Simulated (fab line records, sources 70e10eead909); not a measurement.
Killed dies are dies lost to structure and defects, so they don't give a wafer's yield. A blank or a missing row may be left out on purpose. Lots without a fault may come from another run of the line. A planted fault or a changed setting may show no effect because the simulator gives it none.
Which tool did it? | flow nand_harc | 6 lots, 18 wafers sampled, at 2 steps of a route of 1159

WHAT THE GAUGES READ, wafer by wafer
NHARC_P_GATE_INSPECT_68.
lot  | measured     | on                | raw_defect_count
L924 | day 5 23:05  | defect_inspect-01 | 202 161 172
L927 | day 6 14:23  | defect_inspect-01 | 115 141 99
L929 | day 7 04:18  | defect_inspect-01 | 197 326 256
L939 | day 9 17:34  | defect_inspect-02 | 1065 1090 1062
L942 | day 10 09:40 | defect_inspect-01 | 1147 1233 1128
L943 | day 10 21:01 | defect_inspect-02 | 354 102 249

WHICH TOOL RAN EACH LOT (tool, then ch and the chambers of the sampled wafers, then the start)
lot  | NHARC_P_GATE_STRIP_101
L924 | rie_diel-10 ch 0,1,2, day 5 15:50
L927 | rie_diel-11 ch 1,3, day 6 06:59
L929 | rie_diel-10 ch 1,2, day 6 20:31
L939 | rie_diel-10 ch 1,2,3, day 9 09:30
L942 | rie_diel-10 ch 0,2,3, day 10 02:04
L943 | rie_diel-11 ch 1,3, day 10 12:51
- NHARC_P_GATE_STRIP_101: strips in O2, time 20 s.

THE ANSWER, worked out from the rows above alone
Rule: what is usual is taken from the lots themselves. Put in order of their means at a reading, lots are off if they are a third of the lots or fewer, leave a main group of 4 or more, and stand apart from it by a gap of 3 or more times the standard deviation of the main group's means; of several such gaps the widest counts. A main group whose means are all the same, to the digits that the tables above print for the reading, isn't used. A lot without any number at a reading at which 4 lots or more have one is off too. The other lots that the step has rows for count as sound.
Off: L939, L942, at NHARC_P_GATE_INSPECT_68 (raw_defect_count). The main group: mean 198, standard deviation 55.
A tool fits if, at a process step before that reading, it ran every lot that is off, and no sound lot after the first of them. The gauges at NHARC_P_GATE_INSPECT_68 are tried like those tools. One fits: rie_diel-10 at NHARC_P_GATE_STRIP_101. Its last sound lot is L929 (day 6 20:31), its first lot that is off L939 (day 9 09:30): a fault that began between those two fits.

WHAT THE SIMULATOR HAD PUT IN
Chamber particle source: rie_diel-10, from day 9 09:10 on, at NHARC_P_GATE_STRIP_101. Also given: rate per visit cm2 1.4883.
Lots struck among those shown: L939, L942. The rule above found the same.
